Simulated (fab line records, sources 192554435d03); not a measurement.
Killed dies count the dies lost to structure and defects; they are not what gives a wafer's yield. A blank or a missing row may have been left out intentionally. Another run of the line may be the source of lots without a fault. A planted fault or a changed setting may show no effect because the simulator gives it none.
Split-lot experiment -- flow n5 finfet -- 39 wafers read from 7 lots, route of 1938 steps

ON THE SPLIT
At N5_BEOL_M3_TRENCH_ETCH_37 (etches SiOC in C4F6/O2, target depth 55.555 nm, time 29.2 s), the setting time s was moved away from the recipe's 29.2 s on 15 of the 39 wafers read, by -56.0% to +49.6%. All remaining wafers had this setting at the recipe value.

FROM THE SPLIT TO THE READING: what the file shows between them, 2 steps
- N5_BEOL_M3_ETCH_41: etches SiCN in CH3F/O2, target depth 29.9 nm, time 52.5 s
- N5_BEOL_M3_STRIP_97: strips in N2/H2, time 10 s

THE READING
trench depth nm, in nm, at N5_BEOL_M3_OCD_MEAS_38. Fault-free wafers of this fab line usually give 55.6 nm, standard deviation 0.89 nm.

wafer,"tool, chamber at the split","time s as run, s",against the recipe,"trench depth nm, nm",against lot-mates on the recipe
L084.1,"rie diel-03, 2",12.84,-56.0%,24.4,-31.3
L084.2,"rie diel-03, 3",29.2,recipe,56.6,-
L084.3,"rie diel-03, 0",29.2,recipe,55.0,-
L084.4,"rie diel-03, 1",12.84,-56.0%,24.3,-31.4
L084.5,"rie diel-03, 1",12.84,-56.0%,24.0,-31.7
L084.6,"rie diel-03, 0",29.2,recipe,55.4,-
L083.1,"rie diel-03, 2",29.2,recipe,55.7,-
L083.2,"rie diel-03, 0",29.2,recipe,55.1,-
L083.3,"rie diel-03, 3",29.2,recipe,55.7,-
L083.4,"rie diel-03, 1",29.2,recipe,54.6,-
L083.5,"rie diel-03, 3",29.2,recipe,56.5,-
L083.6,"rie diel-03, 0",29.2,recipe,54.8,-
L085.1,"rie diel-05, 3",29.2,recipe,55.0,-
L085.2,"rie diel-05, 2",39.64,+35.8%,76.5,+20.9
L085.3,"rie diel-05, 1",39.64,+35.8%,77.8,+22.2
L085.4,"rie diel-05, 0",39.64,+35.8%,77.7,+22.1
L085.5,"rie diel-05, 0",29.2,recipe,56.9,-
L085.6,"rie diel-05, 3",29.2,recipe,55.0,-
L086.1,"rie diel-03, 0",43.67,+49.6%,81.7,+26.6
L086.2,"rie diel-03, 2",43.67,+49.6%,82.7,+27.6
L086.3,"rie diel-03, 3",29.2,recipe,55.3,-
L086.4,"rie diel-03, 1",43.67,+49.6%,82.3,+27.2
L086.5,"rie diel-03, 1",29.2,recipe,54.9,-
L086.6,"rie diel-03, 2",29.2,recipe,55.1,-
L091.1,"rie diel-04, 3",40.76,+39.6%,78.2,+23.3
L091.2,"rie diel-04, 1",40.76,+39.6%,78.6,+23.7
L091.3,"rie diel-04, 2",29.2,recipe,55.1,-
L091.4,"rie diel-04, 0",40.76,+39.6%,75.4,+20.5
L091.5,"rie diel-04, 0",29.2,recipe,54.4,-
L091.6,"rie diel-04, 3",29.2,recipe,55.3,-
L092.3,"rie diel-05, 1",29.2,recipe,56.7,-
L092.4,"rie diel-05, 1",29.2,recipe,57.0,-
L092.5,"rie diel-05, 2",29.2,recipe,55.7,-
L094.1,"rie diel-03, 2",24.61,-15.7%,46.5,-9.3
L094.2,"rie diel-03, 1",24.61,-15.7%,46.5,-9.3
L094.3,"rie diel-03, 3",29.2,recipe,56.1,-
L094.4,"rie diel-03, 1",29.2,recipe,55.1,-
L094.5,"rie diel-03, 3",29.2,recipe,56.2,-
L094.6,"rie diel-03, 2",24.61,-15.7%,46.6,-9.2

FIT RESULTS
A straight line over all 39 wafers: trench depth nm changes by +0.56 nm for each +1% of time s; r = +1.00; the points scatter about the line by 0.96 nm.
The same after taking each lot's own level away (the mean of its wafers on the recipe; 39 wafers): +0.566 nm for each +1%; r = +1.00; scatter 0.83 nm.
That fit puts the effect of the largest move of time s on the reading at 32 nm.
The span of the lots' own levels, 54.93 to 56.47 nm, comes to 1.7 times the standard deviation stated above.
So the lot-to-lot level changes the slope little: the two slopes agree.
Check: -31.7 nm against its lot-mates is what the line predicts for one of the wafers moved furthest among these (-56.0%) when that wafer is left out of the fit. It came out at -31.3 nm against them.

OTHER SPLITS APPLIED TO THESE WAFERS
Before the reading, these wafers also passed through other splits. Each is held against what the fit with the lots' levels taken away leaves over:
other split on the same wafers,wafers away from the commonest value,r with trench depth nm (lot level and that fit taken away)
N5_BEOL_M2_DESCUM_16 time s,15,+0.30

THE WHOLE CHAIN: every reading that the file lists as answering this split, in the file's order
step,what it does,reading,change (the file's fit),r (the file's)
N5_BEOL_M3_TRENCH_ETCH_37,"etches SiOC in C4F6/O2, target depth 55.555 nm, time 29.2 s","etch.depth nm (the simulator's own value, which no gauge read)",+0.563 nm for each +1% of the setting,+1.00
N5_BEOL_M3_TRENCH_ETCH_37,"etches SiOC in C4F6/O2, target depth 55.555 nm, time 29.2 s","BEOL_M3.feature depth nm (the simulator's own value, which no gauge read)",+0.563 nm for each +1% of the setting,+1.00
N5_BEOL_M3_TRENCH_ETCH_37,"etches SiOC in C4F6/O2, target depth 55.555 nm, time 29.2 s","TiN_of_BEOL_M3_HM_DEP_02.thk nm (the simulator's own value, which no gauge read)",-0.0225 nm for each +1% of the setting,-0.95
N5_BEOL_M3_OCD_MEAS_38,,trench depth nm,+0.566 nm for each +1% of the setting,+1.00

THE FILE'S OWN FIT
trench depth nm changes by +0.566 nm for each +1% of time s, r = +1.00.
